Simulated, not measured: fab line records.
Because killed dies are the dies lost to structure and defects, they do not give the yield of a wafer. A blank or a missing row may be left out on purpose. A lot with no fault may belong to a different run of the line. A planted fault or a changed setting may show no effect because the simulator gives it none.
Matching of chambers || flow n5_finfet || N5_BEOL_M6_ETCH_66 on rie_diel-05: 4 sister chambers
The step etches SOC in N2/H2, target depth 80 nm, overetch 16 nm, time 120 s. 4 wafers are shown with their chamber, then 8 later ones without.

## WAFERS PAIRED WITH THEIR CHAMBERS
{"wafer": "L079.3", "chamber": 3, "showerhead_plenum_p_Torr (Torr)": 2.60}
{"wafer": "L081.4", "chamber": 0, "showerhead_plenum_p_Torr (Torr)": 2.43}
{"wafer": "L081.6", "chamber": 2, "showerhead_plenum_p_Torr (Torr)": 2.35}
{"wafer": "L083.2", "chamber": 1, "showerhead_plenum_p_Torr (Torr)": 2.46}

## WAFERS MISSING THEIR CHAMBER
{"wafer": "L083.5", "showerhead_plenum_p_Torr (Torr)": 2.46}
{"wafer": "L083.6", "showerhead_plenum_p_Torr (Torr)": 2.35}
{"wafer": "L093.2", "showerhead_plenum_p_Torr (Torr)": 2.45}
{"wafer": "L093.3", "showerhead_plenum_p_Torr (Torr)": 2.42}
{"wafer": "L093.5", "showerhead_plenum_p_Torr (Torr)": 2.34}
{"wafer": "L094.1", "showerhead_plenum_p_Torr (Torr)": 2.42}
{"wafer": "L094.5", "showerhead_plenum_p_Torr (Torr)": 2.34}
{"wafer": "L094.6", "showerhead_plenum_p_Torr (Torr)": 2.42}

## WHICH CHAMBER EACH ONE RAN IN
{"wafer": "L083.5", "from the rows above": 1, "in truth": 1}
{"wafer": "L083.6", "from the rows above": 2, "in truth": 2}
{"wafer": "L093.2", "from the rows above": "can't be placed: 1 or 0", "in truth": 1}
{"wafer": "L093.3", "from the rows above": 0, "in truth": 0}
{"wafer": "L093.5", "from the rows above": 2, "in truth": 2}
{"wafer": "L094.1", "from the rows above": 0, "in truth": 0}
{"wafer": "L094.5", "from the rows above": 2, "in truth": 2}
{"wafer": "L094.6", "from the rows above": 0, "in truth": 0}
Correct placement for 7 of the 8. Unplaceable from these rows: 1, with the true chamber sitting among the candidates in 1. Number placed wrongly: 0.
How it was worked out, from the rows above alone: a wafer's distance from a chamber is the root of the sum, over the readings, of the square of ((its reading less the chamber's mean) divided by the reading's scatter). The wafer belongs to the nearest chamber; if the next one is less than 2 further off, it can't be placed. For every chamber, the mean is computed from those of its wafers that are shown. The scatter: root of mean squared gap, hidden wafer to nearest shown wafer, with one shown wafer a chamber.
